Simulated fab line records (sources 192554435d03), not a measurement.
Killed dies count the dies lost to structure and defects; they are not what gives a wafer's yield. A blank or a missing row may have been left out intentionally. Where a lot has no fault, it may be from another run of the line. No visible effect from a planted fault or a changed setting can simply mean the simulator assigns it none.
A lot that was struck, set against a sound lot :: flow n5_finfet :: 16 steps out of a route of 1938
Sound: wafers L832.2, L832.4, L832.6. Wafers struck: L836.2, L836.5, L836.6. The cause comes at the end.
Order at every step that has rows: each side's tool, ch and its chambers, its first start. Under that, the readings that differ: sound wafers :: struck wafers :: difference of the means :: sigmas: that difference in standard deviations of wafers without a fault.
alike: readings whose means differ by less than 2 such deviations, and words and numbers that are the same on both sides. not compared: withheld readings, readings that some wafer has no value for, bounds like >300 that may hide the same value, and numbers for which the record gives no deviation and whose values overlap.
Wherever a step has rows on one side only, a row that says differs or no value, or a row with sigmas, the two part there. When numbers do not overlap yet have no deviation, they are printed without sigmas and do not part them. A reading that every wafer of one side lacks parts them only if that side has two wafers or more.

first, 1 step without rows for these wafers: N5_BEOL_M3_PRE_CLEAN_45 (time 30 s).
N5_BEOL_M3_ALD_84: deposits TaN, pulse time 2 s, purge time 3 s, co reactant purge time 2 s.
  sound on ald_metal-01 ch 0,1, day 10 09:15; struck on ald_metal-01 ch 0,1,2, day 10 19:38
  alike: chamber_pressure_Torr, heater_power_w, precursor_vessel_temp_c
then, 3 steps without rows for these wafers: N5_BEOL_M3_SURFACE_TREAT_85; N5_BEOL_M3_CVD_47 (deposits Co from CCTBA/H2, target thk 3 nm, time 223.8 s); N5_BEOL_M3_SPUTTER_48 (material Cu, target thk 4.5 nm, time 8.29 s).
N5_BEOL_M3_ANNEAL_49: time 240 s.
  struck on pvd_sputter-02, day 10 20:12; sound on pvd_sputter-02, day 10 10:04
  alike: heater_power_w, susceptor_temp_C_max
N5_BEOL_M3_SPUTTER_79: material Cu, target thk 4.5 nm, time 8.29 s.
  struck on pvd_sputter-02, day 10 20:20; sound on pvd_sputter-02, day 10 10:13
  alike: chamber_pressure_pa, chuck_gas_flow_sccm, throttle_valve_pct
then, 3 steps without rows for these wafers: N5_BEOL_M3_ANNEAL_80 (time 240 s); N5_BEOL_M3_SPUTTER_81 (material Cu, target thk 4.5 nm, time 8.29 s); N5_BEOL_M3_ANNEAL_82 (time 240 s).
N5_BEOL_M3_SPUTTER_86: material Cu, target thk 4.5 nm, time 8.29 s.
  struck on pvd_sputter-02, day 10 20:47; sound on pvd_sputter-02, day 10 10:39
  alike: chamber_pressure_pa, chuck_gas_flow_sccm, throttle_valve_pct
then, 1 step without rows for these wafers: N5_BEOL_M3_ANNEAL_87 (time 240 s).
N5_BEOL_M3_SPUTTER_88: material Cu, target thk 4.5 nm, time 8.29 s.
  struck on pvd_sputter-02, day 10 21:00; sound on pvd_sputter-02, day 10 10:52
  no value came back on the struck wafers for chamber_pressure_pa (Pa), chuck_gas_flow_sccm (sccm), throttle_valve_pct (%); on the sound wafers chamber_pressure_pa (Pa) reads 0.07003 0.07003 0.06998
N5_BEOL_M3_ANNEAL_89: time 240 s.
  struck on pvd_sputter-02, day 10 21:05; sound on pvd_sputter-02, day 10 10:57
  alike: heater_power_w, susceptor_temp_C_max
N5_BEOL_M4_RC_MEAS_101:
  sound on prober-02 ch 0, day 11 01:49; struck on prober-02 ch 0, day 11 17:29
  alike: DIBL_N, DIBL_P, IOFF_N, IOFF_P, ION_N, ION_P, SS_N, SS_P, VT_N, VT_P
-- record jumps: 4 days separate the struck wafers' starts on either side; left off in module BEOL_M4, taken up again in module PASSIVATION, whose first shown step is the route's number 1936 --
N5_PASSIVATION_PROBE_49:
  rows exist in the record for the struck wafers here (prober-01, day 16 00:57), but not for the sound ones

## WHERE THEY PART
Earliest at N5_BEOL_M3_SPUTTER_88; latest, in this record, at N5_PASSIVATION_PROBE_49.

WHY: what the simulator had put in
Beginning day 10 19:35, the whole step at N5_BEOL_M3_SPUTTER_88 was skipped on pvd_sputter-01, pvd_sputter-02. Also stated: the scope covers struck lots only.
